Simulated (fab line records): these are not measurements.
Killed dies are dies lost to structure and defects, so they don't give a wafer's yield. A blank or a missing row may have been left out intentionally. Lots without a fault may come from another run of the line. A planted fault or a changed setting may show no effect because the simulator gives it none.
A struck lot beside a sound one :: flow nandHarc :: 15 steps out of a route of 1302
Sound: these wafers, L946.4, L946.5, L946.6. Wafers struck: L941.2, L941.4, L941.6. The cause is named last.
Per side, at each step with rows, come the tool, then ch with its chambers, and then its first start. Under that, the readings that differ: sound wafers :: struck wafers :: difference of the means :: sigmas: that difference in standard deviations of wafers without a fault.
alike: readings whose means differ by less than 2 such deviations, and words and numbers that are the same on both sides. not compared: withheld readings, readings that some wafer has no value for, bounds like >300 that may hide the same value, and numbers for which the record gives no deviation and whose values overlap.
Wherever a step has rows on one side only, a row that says differs or no value, or a row with sigmas, the two part there. Numbers that don't overlap but have no deviation are shown without sigmas and don't part them. A reading missing from all wafers of one side parts the sides only when that side holds two or more wafers.

first, 7 steps without rows for these wafers: NHARC_THIN_TSV_HMDS_26 (time 30 s); NHARC_THIN_TSV_COAT_27; NHARC_THIN_TSV_SOFTBAKE_28 (time 95 s); NHARC_THIN_TSV_EBR_29; NHARC_THIN_TSV_EXPOSE_30 (exposes mask PAD); NHARC_THIN_TSV_PEB_31 (peb time 85 s); NHARC_THIN_TSV_DEVELOP_32 (time 70 s).
NHARC_THIN_TSV_CD_MEAS_33: target cd 5000 nm.
  sound on cdSem-01 ch 0, day 32 10:28; struck on cdSem-02 ch 0, day 30 14:04
  alike: cdNm
then, 1 step without rows for these wafers: NHARC_THIN_TSV_HARDBAKE_34 (time 80 s).
NHARC_THIN_TSV_DESCUM_35: chemistry O2, time 3 s.
  sound on rieDiel-13 ch 0,2,3, day 32 10:38; struck on rieDiel-13 ch 0,1,3, day 30 14:14
  alike: drypumpMotorCurrentA, oesProductAu, rfVppV, showerheadPlenumPTorr, throttleValvePct
  not compared: rfHoursCounterH
NHARC_THIN_TSV_ETCH_59: etches the open film in Cl2/BCl3, target depth 880 nm, time 138.1 s.
  sound on rieMetal-02 ch 0,1, day 32 10:51; struck on rieMetal-03 ch 1, day 30 14:25
  alike: drypumpMotorCurrentA, heBacksideLeakSccm, oesProductAu, throttleValvePct
  not compared: rfHoursCounterH
NHARC_THIN_TSV_ETCH_36: etches the open film in Cl2/BCl3, target depth 65 nm, time 18.571 s.
  sound on rieMetal-02 ch 0,1, day 32 11:01; struck on rieMetal-03 ch 1, day 30 14:50
  alike: drypumpMotorCurrentA, heBacksideLeakSccm, oesProductAu
  not compared: rfHoursCounterH
NHARC_THIN_TSV_STRIP_56: strips in O2.
  sound on plasmaAsher-02 ch 0,1, day 32 11:11; struck on plasmaAsher-01 ch 0,1, day 30 15:01
  no value came back on the struck wafers for drypumpMotorCurrentA (A), heaterPowerW (W); on the sound wafers drypumpMotorCurrentA (A) reads 5.8 6.0 5.8
  not compared: rfHoursCounterH
then, 1 step without rows for these wafers: NHARC_THIN_TSV_STRIP_57 (strips in post etch residue remover, time 1200 s).
NHARC_END_SORT_01:
  sound on prober-02 ch 0, day 32 23:23; struck on prober-02 ch 0, day 31 02:49
  alike: defectLimitedYield, killedAtArray, killedAtOther, killedAtPeriphery, killedDies, killedOpen, killedShort, sort_bin_2_pct, sort_bin_3_pct, sort_bin_4_pct, sortNPass, sortRimYieldPct, sortYieldPct

== WHERE THEY PART ==
NHARC_THIN_TSV_STRIP_56 only, going by this record. Later steps at which nothing parts them and some readings are alike: NHARC_END_SORT_01.

WHY: the cause the simulator had injected
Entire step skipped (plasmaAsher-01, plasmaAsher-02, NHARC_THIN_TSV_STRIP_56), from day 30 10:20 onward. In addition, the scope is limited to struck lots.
